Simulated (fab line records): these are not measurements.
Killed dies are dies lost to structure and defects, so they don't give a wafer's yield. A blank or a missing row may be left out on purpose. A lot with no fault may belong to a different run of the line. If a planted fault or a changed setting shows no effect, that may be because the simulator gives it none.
Matching of chambers ; flow n5Finfet ; 4 sister chambers for N5_GATE_CUT_CMP_61 on cmp-03
The step polishes, stops on SiNx, t overpolish 3 s. 8 wafers are shown with their chamber, then 9 later ones without.

== WAFERS PAIRED WITH THEIR CHAMBERS ==
wafer;chamber;motorCurrentA (A)
L082.2;1;14.4
L083.2;1;14.0
L084.1;3;11.5
L084.3;2;12.6
L084.6;0;10.5
L085.1;3;11.0
L085.2;0;10.5
L085.6;2;12.1

== WAFERS WHOSE CHAMBER IS MISSING ==
wafer;motorCurrentA (A)
L092.1;14.5
L092.4;13.1
L092.5;11.2
L091.1;10.4
L091.3;13.4
L091.4;12.0
L095.1;12.7
L095.3;13.9
L095.4;11.1

== CHAMBER TAKEN BY EACH ==
wafer;from the rows above;in truth
L092.1;1;1
L092.4;can't be placed: 2 or 1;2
L092.5;3;3
L091.1;0;0
L091.3;can't be placed: 1 or 2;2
L091.4;can't be placed: 2 or 3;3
L095.1;2;2
L095.3;1;1
L095.4;can't be placed: 3 or 0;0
5 of 9 placed correctly. From these rows, 4 cannot be placed; in 4 the true chamber is one of the candidates. Wrongly placed: 0.
How it was worked out, from the rows above alone: a wafer's distance from a chamber is the root of the sum, over the readings, of the square of ((its reading less the chamber's mean) divided by the reading's scatter). The wafer belongs to the nearest chamber; if the next one is less than 2 further off, it can't be placed. For every chamber, the mean is computed from those of its wafers that are shown. The scatter: take each reading less its chamber's mean, square it, sum over the shown wafers, divide by the number of wafers less the number of chambers, and take the root.
